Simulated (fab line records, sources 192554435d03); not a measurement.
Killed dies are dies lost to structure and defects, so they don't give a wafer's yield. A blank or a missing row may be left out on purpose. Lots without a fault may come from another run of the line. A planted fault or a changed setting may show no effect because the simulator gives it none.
fab line records | flow n5_finfet | part 1 of 2: steps 1 to 23 of 28
record lots=7 wafers=21 last_day=20
route steps=1938 shown BEOL_M0_SAQP@641 BEOL_M4@1111
lots that met no fault: from a run of the same line without faults
start_h: hours from the record's first day to the start of the lot's first wafer shown | wait_h: hours since the lot's step before | " the same as in the row above | L1.1+2: a row that stands for several wafers | - no value, or no start given | * or withheld: withheld | < > ~ a bound
route shown NAME@n: a module of which the file shows steps, and the number in the route of the first | usual: mean/standard deviation of fault-free wafers | same: alike in all rows | chamber/n: place in a boat | sites: the reading at each site | _std_site: their standard deviation | _edge_site: outer sites' mean less inner sites' | radius_mm: how far each site lies from the wafer's centre | mask NAME#n: copy n | behind: the tool/chamber that last shaped the wafer | hold: why the lot was held/for how many hours/how that ended | device: the transistor (n, p or np) that didn't switch | end of line: the same wafers' tests at the end of the route | a step without rows: its recipe alone | killed: dies lost to structure and defects at the first sort, not the wafer's yield | map: a wafer's dies, x killed, . not, _ none there
set.NAME: the setting as run; set.NAME@STEP: as run at that earlier step | model.NAME: the simulator's own value behind a step, which no gauge read
lots at some steps of the route; a table a step, a row a wafer
services: from which hour (start_h, from the record's first day; less than 0 if before it) a tool's chamber was out of use, for how many hours, and why
## steps
# step N5_BEOL_M0_SAQP_COAT_81
# recipe resist=SOC temp_c=250 time_s=60 spin_rpm=1500 resist_thk_nm=100
# step N5_BEOL_M0_SAQP_COAT_82
# recipe resist=SiARC temp_c=220 time_s=60 spin_rpm=1500 resist_thk_nm=30
# step N5_BEOL_M0_SAQP_COAT_08
# recipe resist=CAR-ArF spin_rpm=1500 resist_thk_nm=90
# step N5_BEOL_M0_SAQP_EBR_10
# recipe solvent=PGMEA ebr_width_mm=1.5
# step N5_BEOL_M0_SAQP_SOFTBAKE_09
# recipe temp_c=110 time_s=60 resist=CAR-ArF
# step N5_BEOL_M0_SAQP_EXPOSE_11
# recipe mask_id=M0_CORE na=1.35 source_shape=dipole sigma_inner=0.538 sigma_outer=0.738 polarization=te target_cd_nm=42 dose_mj=55
# step N5_BEOL_M0_SAQP_PEB_12
# recipe peb_temp_c=withheld peb_time_s=60 resist=CAR-ArF
# step N5_BEOL_M0_SAQP_DEVELOP_13
# recipe develop_time_s=30 developer=TMAH resist=CAR-ArF dev_temp_c=23 rinse_liquid=diw dry=air_spin
# step N5_BEOL_M0_SAQP_CD_MEAS_14
# recipe target_cd_nm=42.5 landing_energy_ev=500 detector=se_inlens
# usual cd_nm=42.5/0.33
# columns lot.wafer tool chamber start_h wait_h cd_nm
L711.3 cd_sem-02 0 123.98 - 42.4
L711.5 " 0 " " 42.9
L711.6 " 0 " " 43.0
L716.2 cd_sem-03 0 149.20 - 42.2
L716.4 " 0 " " 42.4
L716.5 " 0 " " 42.1
L717.2 cd_sem-02 0 179.33 - 42.3
L717.5 " 0 " " 42.6
L717.6 " 0 " " 42.7
L718.2 cd_sem-02 0 179.69 - 42.9
L718.3 " 0 " " 42.3
L718.5 " 0 " " 42.5
L723.1 cd_sem-01 0 222.96 - 42.3
L723.3 " 0 " " 42.2
L723.6 " 0 " " 41.8
L730.3 cd_sem-02 0 287.57 - 43.3
L730.5 " 0 " " 43.2
L730.6 " 0 " " 42.8
L729.2 cd_sem-03 0 287.73 - 42.4
L729.3 " 0 " " 42.6
L729.6 " 0 " " 42.7
# step N5_BEOL_M0_SAQP_OVL_MEAS_15
# recipe points_per_wafer=44
# usual M0_CORE_OVL=0.1/0.83
# columns lot.wafer tool chamber start_h wait_h M0_CORE_OVL[nm]
L711.3 overlay-02 0 124.01 0.0 0.9
L711.5 " 0 " " 1.1
L711.6 " 0 " " 0.4
L716.2 overlay-01 0 149.23 0.0 0.1
L716.4 " 0 " " -0.3
L716.5 " 0 " " 0.4
L717.2 overlay-01 0 179.36 0.0 -0.1
L717.5 " 0 " " -1.7
L717.6 " 0 " " -0.4
L718.2 overlay-01 0 179.72 0.0 -0.4
L718.3 " 0 " " 0.1
L718.5 " 0 " " -0.3
L723.1 overlay-02 0 222.99 0.0 -0.4
L723.3 " 0 " " 0.4
L723.6 " 0 " " 0.8
L730.3 overlay-02 0 287.60 0.0 -0.4
L730.5 " 0 " " -0.6
L730.6 " 0 " " -0.4
L729.2 overlay-01 0 287.76 0.0 1.2
L729.3 " 0 " " 0.2
L729.6 " 0 " " 0.8
# step N5_BEOL_M0_SAQP_INSPECT_16
# recipe mode=adi inspect_instrument=brightfield
# usual raw_defect_count=519/130
# columns lot.wafer tool chamber start_h wait_h raw_defect_count
L711.3 defect_inspect-01 - 124.03 0.0 541
L711.5 " - " " 481
L711.6 " - " " 476
L716.2 defect_inspect-02 - 149.25 0.0 328
L716.4 " - " " 385
L716.5 " - " " 646
L717.2 defect_inspect-01 - 179.38 0.0 503
L717.5 " - " " 482
L717.6 " - " " 520
L718.2 defect_inspect-01 - 179.74 0.0 367
L718.3 " - " " 351
L718.5 " - " " 302
L723.1 defect_inspect-01 - 223.01 0.0 389
L723.3 " - " " 312
L723.6 " - " " 406
L730.3 defect_inspect-01 - 287.63 0.0 658
L730.5 " - " " 845
L730.6 " - " " 453
L729.2 defect_inspect-01 - 287.78 0.0 327
L729.3 " - " " 347
L729.6 " - " " 498
# step N5_BEOL_M0_SAQP_DESCUM_19
# recipe chemistry=O2 time_s=7.9 source_power_w=50 bias_power_w=20 pressure_mtorr=20 rf_frequency_hz=2.712e+07 temp_c=40 resist=CAR-ArF o2_flow_sccm=225
# step N5_BEOL_M0_SAQP_ETCH_83
# recipe chemistry=CF4 target=SiARC target_depth_a=390 mask_material=CAR-ArF time_s=65 ion_energy_ev=80 pressure_mtorr=40 source_w=545 bias_w=36 Ar_flow_sccm=100 cf4_flow_sccm=100 ends=cleared
# usual bias_w=36.02/0.12 cf4_flow_sccm=100.0/0.32 drypump_motor_current_A=5.7/0.39 etch_rf_on_time_s=64.9/1.2 oes_product_au=0.67/0.077 rf_vpp_V=184.0/1.2 showerhead_plenum_p_Torr=2.12/0.065 throttle_valve_pct=15.66/0.19
# columns lot.wafer tool chamber start_h wait_h bias_w cf4_flow_sccm drypump_motor_current_A etch_rf_on_time_s oes_product_au rf_hours_counter_h rf_vpp_V showerhead_plenum_p_Torr throttle_valve_pct model.CAR-ArF_of_BEOL_M0_SAQP_COAT_08.thk_nm
L711.3 rie_diel-03 3 124.10 0.0 36.16 100.2 5.5 65.6 0.62 159 186.1 2.22 15.72 55.8
L711.5 " 1 " " 35.69 100.1 5.7 64.7 0.63 - 183.0 2.14 15.90 55.8
L711.6 " 2 " " 35.72 100.0 5.7 64.8 0.61 - 182.4 2.05 15.75 55.8
L716.2 rie_diel-05 2 149.39 0.0 - - - - - - - - - 83.2
L716.4 " 1 " " - - - - - - - - - 83.6
L716.5 " 1 " " - - - - - - - - - 83.4
L717.2 rie_diel-02 2 179.46 0.0 - - - - - - - - - 83.2
L717.5 " 3 " " - - - - - - - - - 83.4
L717.6 " 1 " " - - - - - - - - - 83.2
L718.2 rie_diel-02 2 179.82 0.0 - - - - - - - - - 83.6
L718.3 " 1 " " - - - - - - - - - 83.6
L718.5 " 3 " " - - - - - - - - - 83.6
L723.1 rie_diel-03 0 223.24 0.0 36.07 100.4 6.0 63.7 0.69 102 185.1 2.24 15.64 55.2
L723.3 " 3 " " 35.99 100.2 5.4 64.9 0.60 185 185.7 2.21 15.76 55.4
L723.6 " 0 " " 36.15 100.0 5.9 64.1 0.69 - 184.9 2.24 15.63 55.4
L730.3 rie_diel-02 2 287.71 0.0 35.86 99.9 6.1 63.2 0.71 87 183.8 2.08 15.64 55.6
L730.5 " 3 " " 36.13 99.6 5.9 63.2 0.61 - 183.5 2.05 15.64 55.4
L730.6 " 0 " " 35.98 99.9 4.8 63.4 0.79 - 184.6 2.18 15.50 55.4
L729.2 rie_diel-05 3 287.85 0.0 36.18 100.5 6.4 64.2 0.65 173 184.1 2.13 15.93 55.6
L729.3 " 1 " " 36.04 99.6 5.4 65.2 0.72 61 185.9 2.17 15.33 55.8
L729.6 " 1 " " 35.90 99.3 5.3 64.7 0.73 - 183.4 2.17 15.31 55.4
# step N5_BEOL_M0_SAQP_ETCH_84
# recipe chemistry=N2/H2 target=SOC target_depth_a=1000 overetch_a=200 mask_material=SiARC temp_c=40 time_s=150 ion_energy_ev=200 pressure_mtorr=30 source_w=840 bias_w=150 n2_flow_sccm=200 h2_flow_sccm=200
# usual bias_w=150.0/0.42 chamber_pressure_mTorr=30.00/0.031 drypump_motor_current_A=5.7/0.39 h2_flow_sccm=200.0/0.58 oes_product_au=0.70/0.076 rf_vpp_V=523.3/2.5 showerhead_plenum_p_Torr=2.52/0.082 throttle_valve_pct=17.92/0.19
# columns lot.wafer tool chamber start_h wait_h bias_w chamber_pressure_mTorr drypump_motor_current_A h2_flow_sccm oes_product_au rf_hours_counter_h rf_vpp_V showerhead_plenum_p_Torr throttle_valve_pct
L711.3 rie_diel-03 3 124.15 0.0 149.8 29.98 5.5 199.5 0.65 159 528.3 2.65 17.94
L711.5 " 1 " " 149.7 29.96 5.7 199.8 0.65 - 524.3 2.54 18.25
L711.6 " 2 " " 149.8 30.04 5.7 200.6 0.64 - 520.8 2.43 17.89
L716.2 rie_diel-05 2 149.44 0.0 149.8 29.99 6.2 200.4 0.36 4 522.6 2.50 17.64
L716.4 " 1 " " 149.6 30.02 5.3 200.5 0.33 36 524.9 2.59 17.53
L716.5 " 1 " " 149.6 30.01 5.4 200.1 0.34 - 524.8 2.59 17.53
L717.2 rie_diel-02 2 179.51 0.0 149.9 29.97 6.1 199.7 0.32 61 521.3 2.47 17.75
L717.5 " 3 " " 150.3 30.00 5.9 200.8 0.27 - 519.9 2.43 17.81
L717.6 " 1 " " 149.5 30.01 5.6 199.8 0.29 - 520.5 2.44 18.04
L718.2 rie_diel-02 2 179.87 0.0 149.8 29.95 6.1 200.3 0.32 62 524.2 2.47 17.75
L718.3 " 1 " " 149.8 30.01 5.6 199.9 0.28 158 519.1 2.44 18.04
L718.5 " 3 " " 150.5 30.00 5.9 200.6 0.28 - 521.2 2.43 17.82
L723.1 rie_diel-03 0 223.29 0.0 150.4 29.95 5.9 199.9 0.72 102 526.4 2.67 17.99
L723.3 " 3 " " 149.8 29.95 5.6 198.7 0.63 185 527.1 2.64 18.00
L723.6 " 0 " " 150.4 29.95 5.9 200.9 0.72 - 526.8 2.67 18.00
L730.3 rie_diel-02 2 287.76 0.0 150.2 29.98 6.1 199.8 0.74 87 522.7 2.46 17.87
L730.5 " 3 " " 150.1 29.97 5.9 199.6 0.63 - 521.0 2.42 17.91
L730.6 " 0 " " 150.0 30.04 4.8 200.2 0.82 - 526.1 2.59 17.77
L729.2 rie_diel-05 3 287.90 0.0 150.4 29.97 6.4 200.1 0.67 173 523.8 2.52 18.14
L729.3 " 1 " " 150.4 30.02 5.4 200.6 0.77 61 525.2 2.58 17.63
L729.6 " 1 " " 150.3 29.96 5.4 200.3 0.77 - 523.8 2.58 17.64
# step N5_BEOL_M0_SAQP_STRIP_80
# recipe chemistry=N2/H2 temp_c=40 n2_flow_sccm=200 h2_flow_sccm=200 rf_frequency_hz=6e+07
# step N5_BEOL_M0_SAQP_HM_OPEN_112
# recipe chemistry=CHF3/O2 target=SiO2 stop_on=a-Si target_depth_a=120 over_etch_frac=1.25 mask_material=SOC time_s=13.5 pressure_mtorr=30 source_w=650 bias_w=170 Ar_flow_sccm=200 CHF3_flow_sccm=50 O2_flow_sccm=5 ion_energy_ev=200 ends=end_point
# usual drypump_motor_current_A=5.7/0.39 oes_product_au=0.51/0.055 rf_vpp_V=523/4.7 showerhead_plenum_p_Torr=2.39/0.074 throttle_valve_pct=18.90/0.19
# columns lot.wafer tool chamber start_h wait_h drypump_motor_current_A oes_product_au rf_hours_counter_h rf_vpp_V showerhead_plenum_p_Torr throttle_valve_pct
L711.3 rie_diel-03 3 124.26 0.0 5.5 0.48 159 526 2.51 18.97
L711.5 " 1 " " 5.7 0.48 - 519 2.41 19.16
L711.6 " 2 " " 5.7 0.46 - 525 2.31 18.98
L716.2 rie_diel-05 2 149.55 0.0 6.2 0.36 4 524 2.37 18.73
L716.4 " 1 " " 5.3 0.34 36 528 2.46 18.51
L716.5 " 1 " " 5.4 0.33 - 529 2.46 18.51
L717.2 rie_diel-02 2 179.62 0.0 6.1 0.32 61 524 2.35 18.80
L717.5 " 3 " " 5.9 0.27 - 513 2.30 18.71
L717.6 " 1 " " 5.6 0.29 - 520 2.31 18.98
L718.2 rie_diel-02 2 179.98 0.0 6.0 0.32 62 524 2.35 18.80
L718.3 " 1 " " 5.6 0.28 158 518 2.31 19.00
L718.5 " 3 " " 5.9 0.28 - 513 2.30 18.68
L723.1 rie_diel-03 0 223.40 0.0 5.9 0.52 102 525 2.52 18.85
L723.3 " 3 " " 5.5 0.46 185 526 2.50 19.01
L723.6 " 0 " " 5.9 0.52 - 525 2.52 18.85
L730.3 rie_diel-02 2 287.86 0.0 6.0 0.54 87 523 2.34 18.91
L730.5 " 3 " " 5.9 0.47 - 513 2.29 18.79
L730.6 " 0 " " 4.8 0.60 - 522 2.45 18.72
L729.2 rie_diel-05 3 288.01 0.0 6.4 0.48 173 528 2.40 19.19
L729.3 " 1 " " 5.3 0.56 61 528 2.45 18.62
L729.6 " 1 " " 5.3 0.56 - 528 2.45 18.60
# step N5_BEOL_M0_SAQP_STRIP_113
# recipe chemistry=CHF3/O2 resist=SiARC rf_frequency_hz=6e+07
# step N5_BEOL_M0_SAQP_MANDREL_ETCH_20
# recipe target_depth_a=600 chemistry=HBr/Cl2 target=a-Si stop_on=SiNx bt_time_s=10 mask_material=SOC over_etch_frac=0.5 time_s=30 pressure_mtorr=10 icp_w=800 bias_w=75 HBr_flow_sccm=150 Cl2_flow_sccm=80 ends=end_point
# usual HBr_flow_sccm=150.0/0.43 bias_w=75.04/0.24 drypump_motor_current_A=5.5/0.5 oes_product_au=0.775/0.013 throttle_valve_pct=35.48/0.28
# columns lot.wafer tool chamber start_h wait_h HBr_flow_sccm bias_w drypump_motor_current_A oes_product_au rf_hours_counter_h throttle_valve_pct
L711.3 rie_si-03 0 124.34 0.0 150.0 75.08 5.1 0.780 107 35.48
L711.5 " 0 " " 149.4 75.11 5.1 0.777 - 35.47
L711.6 " 2 " " 150.2 74.98 6.7 0.781 - 35.06
L716.2 rie_si-03 1 149.63 0.0 149.8 75.15 6.3 0.319 161 36.46
L716.4 " 0 " " 150.3 74.85 5.1 0.326 107 36.36
L716.5 " 3 " " 149.9 75.01 4.7 0.325 - 36.91
L717.2 rie_si-03 0 179.71 0.0 149.6 75.03 5.1 0.335 107 36.36
L717.5 " 1 " " 149.9 75.12 6.3 0.325 - 36.46
L717.6 " 2 " " 150.0 74.89 6.7 0.333 - 35.94
L718.2 rie_si-06 2 180.06 0.0 149.2 74.88 5.7 0.323 5 35.96
L718.3 " 0 " " 149.8 75.18 5.0 0.329 21 36.33
L718.5 " 0 " " 149.8 75.08 5.0 0.330 - 36.33
L723.1 rie_si-03 1 223.48 0.0 150.6 74.82 6.3 0.766 162 35.59
L723.3 " 3 " " 150.4 74.94 4.7 0.779 1 36.01
L723.6 " 0 " " 149.2 75.45 5.1 0.783 - 35.45
L730.3 rie_si-06 0 287.95 0.0 149.6 75.05 5.0 0.776 23 35.47
L730.5 " 1 " " 150.7 75.25 5.6 0.786 - 35.36
L730.6 " 2 " " 150.1 75.26 5.7 0.770 - 35.09
L729.2 rie_si-05 2 288.09 0.0 150.3 75.25 5.2 0.756 114 35.05
L729.3 " 0 " " 150.0 74.98 5.7 0.768 2 35.53
L729.6 " 1 " " 150.7 75.06 5.0 0.776 - 35.93
# step N5_BEOL_M0_SAQP_STRIP_86
# recipe chemistry=N2/H2 power_w=500 temp_c=40 pressure_mtorr=50 rf_frequency_hz=6e+07 overash_fraction=0.3 bias_power_w=28 h2_frac=0.5 n2_flow_sccm=300 h2_flow_sccm=300
# usual drypump_motor_current_A=5.7/0.38 h2_flow_sccm=299.9/0.82 oes_product_au=0.77/0.082 rf_vpp_V=122.0/1.4 showerhead_plenum_p_Torr=3.35/0.12 throttle_valve_pct=19.16/0.3
# columns lot.wafer tool chamber start_h wait_h drypump_motor_current_A h2_flow_sccm oes_product_au rf_hours_counter_h rf_vpp_V showerhead_plenum_p_Torr throttle_valve_pct
L711.3 rie_diel-05 0 124.44 0.1 5.8 300.6 0.70 202 121.4 3.32 18.98
L711.5 " 3 " " 6.4 299.2 0.78 - 120.3 3.35 19.18
L711.6 " 1 " " 5.3 299.6 0.92 - 121.0 3.43 18.82
L716.2 rie_diel-02 0 149.73 0.1 4.8 299.5 0.68 247 122.1 3.43 19.36
L716.4 " 1 " " 5.6 300.7 0.76 152 119.8 3.23 19.27
L716.5 " 1 " " 5.6 301.2 0.74 - 120.1 3.23 19.25
L717.2 rie_diel-03 0 179.81 0.1 5.9 298.2 0.81 95 123.1 3.53 19.33
L717.5 " 2 " " 5.7 299.6 0.69 - 119.1 3.20 18.89
L717.6 " 3 " " 5.5 298.6 0.71 - 122.1 3.48 18.91
L718.2 rie_diel-03 0 180.17 0.1 5.9 300.8 0.81 95 122.8 3.53 19.31
L718.3 " 1 " " 5.8 299.3 0.73 186 120.9 3.34 19.78
L718.5 " 1 " " 5.7 300.7 0.73 - 120.3 3.34 19.74
L723.1 rie_diel-03 3 223.62 0.1 5.5 298.7 0.71 185 123.9 3.48 18.94
L723.3 " 0 " " 5.9 299.8 0.80 102 124.1 3.53 19.34
L723.6 " 1 " " 5.8 299.3 0.72 - 123.0 3.34 19.79
L730.3 rie_diel-03 2 288.05 0.1 5.7 299.1 0.69 235 122.6 3.19 18.93
L730.5 " 3 " " 5.5 298.3 0.69 - 121.2 3.47 18.99
L730.6 " 0 " " 5.9 300.2 0.78 - 123.4 3.51 19.38
L729.2 rie_diel-02 3 288.24 0.1 5.9 299.0 0.72 203 122.3 3.21 19.28
L729.3 " 1 " " 5.6 299.1 0.73 184 120.9 3.21 19.33
L729.6 " 0 " " 4.8 301.2 0.93 - 123.2 3.42 18.96
# step N5_BEOL_M0_SAQP_STRIP_115
# recipe chemistry=post_etch_residue_remover time_s=60 temp_c=25 remover_ph=withheld remover_water_wt_pct=withheld remover_fluoride_wt_pct=withheld
# step N5_BEOL_M0_SAQP_SRD_93
# recipe dry=ipa_marangoni time_s=30 temp_c=23 rinse_liquid=diw
# step N5_BEOL_M0_SAQP_RECESS_114
# recipe chemistry=HF/NH3 target=SiO2 target_depth_a=144 afs_cycles=3 temp_c=30 sublimation_temp_c=180 sublimation_time_s=60
# usual drypump_motor_current_A=5.94/0.17
# columns lot.wafer tool chamber start_h wait_h drypump_motor_current_A
L711.3 vapor_etch-01 1 124.69 0.1 5.90
L711.5 " 0 " " 6.15
L711.6 " 1 " " 5.90
L716.2 vapor_etch-01 1 149.86 0.0 5.90
L716.4 " 1 " " 5.88
L716.5 " 1 " " 5.90
L717.2 vapor_etch-01 0 179.94 0.0 6.15
L717.5 " 1 " " 5.91
L717.6 " 0 " " 6.14
L718.2 vapor_etch-02 0 180.30 0.0 5.69
L718.3 " 1 " " 5.98
L718.5 " 1 " " 5.95
L723.1 vapor_etch-01 0 225.14 1.4 6.11
L723.3 " 1 " " 5.90
L723.6 " 0 " " 6.12
L730.3 vapor_etch-01 1 288.44 0.3 5.90
L730.5 " 1 " " 5.87
L730.6 " 0 " " 6.15
L729.2 vapor_etch-02 0 288.50 0.2 5.65
L729.3 " 0 " " 5.66
L729.6 " 1 " " 5.97
# step N5_BEOL_M0_SAQP_SPACER1_ALD_98
# recipe material=SiO2 target_thk_a=128 temp_c=300 ald_precursor_family=BDEAS ald_co_reactant=O2-plasma pulse_time_s=1 purge_time_s=2 co_reactant_purge_time_s=2 ald_cycles=138 pressure_torr=2
# usual heater_power_w=469/50 precursor_pulse_height_rel=1.000/0.021
# same pulse_time_s=1 purge_time_s=2
# columns lot.wafer tool chamber start_h wait_h heater_power_w precursor_pulse_height_rel
L711.3 ald_sin-03 1 125.09 0.3 480 1.037
L711.5 " 1 " " 474 1.000
L711.6 " 0 " " 459 0.985
L716.2 ald_sin-02 0 150.25 0.3 455 1.027
L716.4 " 3 " " 471 0.988
L716.5 " 3 " " 461 0.999
L717.2 ald_sin-03 3 180.75 0.7 393 1.004
L717.5 " 2 " " 596 1.011
L717.6 " 1 " " 476 1.007
L718.2 ald_sin-03 2 181.60 1.2 573 0.995
L718.3 " 3 " " 396 1.020
L718.5 " 1 " " 463 1.047
L723.1 ald_sin-01 1 225.53 0.3 467 0.978
L723.3 " 2 " " 545 0.965
L723.6 " 1 " " 467 0.999
L730.3 ald_sin-02 1 289.45 0.9 475 0.996
L730.5 " 3 " " 463 0.995
L730.6 " 0 " " 429 0.975
L729.2 ald_sin-01 0 289.72 1.1 533 1.003
L729.3 " 2 " " 533 0.999
L729.6 " 0 " " 548 1.051
## key
first_sign step=N5_BEOL_M0_SAQP_ETCH_83 reading=tool_record direction=missing
effect step=N5_BEOL_M0_SAQP_ETCH_84 reading=oes_product_au direction=down sigmas=5.1 usual=0.70 struck=0.31
effect step=N5_BEOL_M0_SAQP_HM_OPEN_112 reading=oes_product_au direction=down sigmas=3.6 usual=0.51 struck=0.31
effect step=N5_BEOL_M0_SAQP_MANDREL_ETCH_20 reading=oes_product_au direction=down sigmas=35 usual=0.775 struck=0.327
effect step=N5_BEOL_M0_SAQP_SPACER1_ETCHBACK_99 reading=oes_product_au direction=down sigmas=6.1 usual=0.76 struck=0.28
effect step=N5_BEOL_M0_SAQP_MANDREL1_REMOVE_100 reading=oes_product_au direction=down sigmas=37 usual=1.001 struck=0.372
effect step=N5_BEOL_M0_SAQP_CD_MEAS_25 reading=cd_nm direction=missing
model_effect step=N5_BEOL_M0_SAQP_ETCH_83 value=CAR-ArF_of_BEOL_M0_SAQP_COAT_08.thk_nm without=55.49 struck=83.42
met_at N5_BEOL_M0_SAQP_ETCH_83
struck_wafers L716.2,L716.4,L716.5,L717.2,L717.5,L717.6,L718.2,L718.3,L718.5
later_rows_left_out L716.2,L716.4,L716.5,L717.2,L717.5,L717.6,L718.2,L718.3,L718.5
sort_left_out L716.2,L716.4,L716.5,L717.2,L717.5,L717.6,L718.2,L718.3,L718.5
fault kind=skipped_step_whole tool=rie_diel-02,rie_diel-05 chamber=- onset_h=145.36 steps=N5_BEOL_M0_SAQP_ETCH_83 scope=struck_lots_only
# sort_left_out: the simulated sort isn't trusted on such a fault, so these wafers' sort isn't shown, and their yield isn't known
# later_rows_left_out: the simulator's readings of these wafers behind a module that went badly wrong aren't trusted and aren't shown, but for the sort
